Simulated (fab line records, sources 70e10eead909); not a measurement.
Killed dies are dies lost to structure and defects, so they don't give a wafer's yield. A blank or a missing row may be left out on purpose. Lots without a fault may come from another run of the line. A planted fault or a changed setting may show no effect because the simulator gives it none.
Chamber matching | flow nand_harc | NHARC_A_DECK1_JOINT_CMP_13 on cmp-04: 4 sister chambers
The step polishes, target thk 51.023 nm. 8 wafers are shown with their chamber, then 11 later ones without.

WAFERS WITH THEIR CHAMBER
wafer  | chamber | motor_current_A (A) | time_to_endpoint_s (s)
L081.3 | 2       | 12.7                | 8.2
L081.4 | 0       | 10.0                | 10.3
L083.5 | 2       | 12.7                | 9.1
L085.3 | 3       | 10.3                | 11.9
L086.1 | 3       | 10.2                | 10.7
L086.4 | 1       | 13.3                | 7.4
L086.5 | 1       | 13.1                | 9.0
L088.1 | 0       | 9.9                 | 8.3

WAFERS WITHOUT THEIR CHAMBER
wafer  | motor_current_A (A) | time_to_endpoint_s (s)
L088.4 | 10.7                | 9.7
L088.5 | 14.2                | 9.0
L089.3 | 13.5                | 5.3
L089.5 | 10.4                | 7.3
L089.6 | 10.7                | 11.0
L095.1 | 10.1                | 13.1
L095.3 | 12.8                | 7.2
L095.4 | 9.9                 | 7.9
L096.1 | 11.0                | 7.4
L096.4 | 12.9                | 5.7
L096.6 | 13.4                | 5.9

WHICH CHAMBER EACH WENT THROUGH
wafer  | from the rows above     | in truth
L088.4 | 3                       | 3
L088.5 | 1                       | 1
L089.3 | 1                       | 1
L089.5 | can't be placed: 3 or 0 | 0
L089.6 | 3                       | 3
L095.1 | can't be placed: 3 or 0 | 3
L095.3 | 2                       | 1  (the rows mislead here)
L095.4 | 0                       | 0
L096.1 | 3                       | 3
L096.4 | can't be placed: 2 or 1 | 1
L096.6 | 1                       | 1
Placed correctly: 7 of 11. Can't be placed from these rows: 3 (the true chamber is among the candidates in 3). Placed wrongly: 1.
How it was worked out, from the rows above alone: a wafer's distance from a chamber is the root of the sum, over the readings, of the square of ((its reading less the chamber's mean) divided by the reading's scatter). The wafer belongs to the nearest chamber; if the next one is less than 2 further off, it can't be placed. A chamber's mean is the mean of its shown wafers. The scatter: the root of (the sum of the squares of (reading less its chamber's mean) over the shown wafers, divided by (wafers less chambers)).
